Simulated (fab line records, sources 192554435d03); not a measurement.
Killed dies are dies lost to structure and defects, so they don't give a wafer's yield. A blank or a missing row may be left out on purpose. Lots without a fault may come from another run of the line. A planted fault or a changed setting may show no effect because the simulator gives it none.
Chamber matching | flow n5_finfet | N5_BEOL_M9_ILD_DEP_00 on pecvd-03: 3 sister chambers
The step deposits SiCOH lowk from DEMS/porogen, target thk 308.51 nm, time 58 s. 3 wafers are shown with their chamber, then 10 later ones without.

WAFERS WITH THEIR CHAMBER
wafer  | chamber | heater_power_w (W)
L085.3 | 0       | 253
L087.1 | 1       | 318
L087.2 | 2       | 312

WAFERS WITHOUT THEIR CHAMBER
wafer  | heater_power_w (W)
L087.3 | 244
L094.2 | 237
L094.3 | 252
L094.6 | 365
L096.1 | 284
L096.3 | 231
L096.5 | 287
L097.1 | 322
L097.2 | 248
L097.3 | 290

WHICH CHAMBER EACH WENT THROUGH
wafer  | from the rows above          | in truth
L087.3 | 0                            | 0
L094.2 | 0                            | 0
L094.3 | 0                            | 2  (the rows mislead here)
L094.6 | can't be placed: 1 or 2      | 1
L096.1 | can't be placed: 2 or 0 or 1 | 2
L096.3 | 0                            | 0
L096.5 | can't be placed: 2 or 1 or 0 | 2
L097.1 | can't be placed: 1 or 2      | 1
L097.2 | 0                            | 0
L097.3 | can't be placed: 2 or 1 or 0 | 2
Placed correctly: 4 of 10. Can't be placed from these rows: 5 (the true chamber is among the candidates in 5). Placed wrongly: 1.
How it was worked out, from the rows above alone: a wafer's distance from a chamber is the root of the sum, over the readings, of the square of ((its reading less the chamber's mean) divided by the reading's scatter). The wafer belongs to the nearest chamber; if the next one is less than 2 further off, it can't be placed. A chamber's mean is the mean of its shown wafers. The scatter: with one shown wafer a chamber, the root of the mean of the squares of how far each hidden wafer lies from its nearest shown one.
